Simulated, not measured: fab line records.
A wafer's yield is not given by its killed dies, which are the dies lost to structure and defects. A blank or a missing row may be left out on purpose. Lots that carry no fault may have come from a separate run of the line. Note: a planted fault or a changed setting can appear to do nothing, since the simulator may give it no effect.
Chamber matching || flow n5Finfet || aldSin-03 running N5_BEOL_M0_SAQP_ALD_48: 4 sister chambers
The step deposits SiO2, target thk 20 nm, pulse time 1 s, co reactant pulse time 1 s. 14 wafers are shown with their chamber, then 7 later ones without.

WAFERS WITH THEIR CHAMBER
{"wafer": "L075.2", "chamber": 0, "heaterPowerW (W)": 75, "precursorPulseHeightRel": 1.015}
{"wafer": "L075.4", "chamber": 3, "heaterPowerW (W)": 78, "precursorPulseHeightRel": 1.021}
{"wafer": "L075.6", "chamber": 1, "heaterPowerW (W)": 60, "precursorPulseHeightRel": 0.970}
{"wafer": "L077.1", "chamber": 1, "heaterPowerW (W)": 62, "precursorPulseHeightRel": 1.029}
{"wafer": "L077.2", "chamber": 0, "heaterPowerW (W)": 74, "precursorPulseHeightRel": 1.017}
{"wafer": "L077.6", "chamber": 3, "heaterPowerW (W)": 81, "precursorPulseHeightRel": 0.997}
{"wafer": "L078.1", "chamber": 0, "heaterPowerW (W)": 73, "precursorPulseHeightRel": 0.986}
{"wafer": "L078.4", "chamber": 1, "heaterPowerW (W)": 63, "precursorPulseHeightRel": 1.021}
{"wafer": "L078.6", "chamber": 2, "heaterPowerW (W)": 70, "precursorPulseHeightRel": 1.002}
{"wafer": "L079.1", "chamber": 0, "heaterPowerW (W)": 71, "precursorPulseHeightRel": 0.954}
{"wafer": "L079.2", "chamber": 2, "heaterPowerW (W)": 71, "precursorPulseHeightRel": 0.989}
{"wafer": "L079.3", "chamber": 1, "heaterPowerW (W)": 62, "precursorPulseHeightRel": 1.007}
{"wafer": "L089.1", "chamber": 0, "heaterPowerW (W)": 74, "precursorPulseHeightRel": 1.011}
{"wafer": "L089.2", "chamber": 1, "heaterPowerW (W)": 63, "precursorPulseHeightRel": 1.011}

SIGNATURES (means of the wafers above)
{"reading": "heaterPowerW", "chamber 0": 73.40, "chamber 1": 62.00, "chamber 2": 70.50, "chamber 3": 79.50, "scatter within a chamber": 1.42}
{"reading": "precursorPulseHeightRel", "chamber 0": 0.99660, "chamber 1": 1.00760, "chamber 2": 0.99550, "chamber 3": 1.00900, "scatter within a chamber": 0.0231}
Rule: for a wafer and a chamber, the distance is found by dividing, reading by reading, the gap between the wafer's reading and the chamber's mean by the reading's scatter, squaring, summing and taking the root. If the next closest chamber is less than 2 further off than the closest, the wafer can't be placed; otherwise it belongs to the closest. The scatter is the square root of a quotient: the sum, over the shown wafers, of each reading's squared deviation from its chamber's mean, divided by wafers minus chambers.

WAFERS WHOSE CHAMBER IS MISSING
{"wafer": "L089.5", "heaterPowerW (W)": 81, "precursorPulseHeightRel": 1.001}
{"wafer": "L093.1", "heaterPowerW (W)": 62, "precursorPulseHeightRel": 1.005}
{"wafer": "L093.2", "heaterPowerW (W)": 79, "precursorPulseHeightRel": 1.043}
{"wafer": "L093.3", "heaterPowerW (W)": 75, "precursorPulseHeightRel": 1.015}
{"wafer": "L096.2", "heaterPowerW (W)": 71, "precursorPulseHeightRel": 0.989}
{"wafer": "L096.3", "heaterPowerW (W)": 62, "precursorPulseHeightRel": 1.003}
{"wafer": "L096.6", "heaterPowerW (W)": 81, "precursorPulseHeightRel": 0.977}

THE CHAMBER EACH PASSED THROUGH
{"wafer": "L089.5", "from the rows above": 3, "in truth": 3}
{"wafer": "L093.1", "from the rows above": 1, "in truth": 1}
{"wafer": "L093.2", "from the rows above": 3, "in truth": 3}
{"wafer": "L093.3", "from the rows above": "can't be placed: 0 or 3 or 2", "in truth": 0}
{"wafer": "L096.2", "from the rows above": "can't be placed: 2 or 0", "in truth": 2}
{"wafer": "L096.3", "from the rows above": 1, "in truth": 1}
{"wafer": "L096.6", "from the rows above": 3, "in truth": 3}
Correct placement for 5 of the 7. These rows do not allow placing 2 (true chamber among the candidates in 2). Wrongly placed: 0.
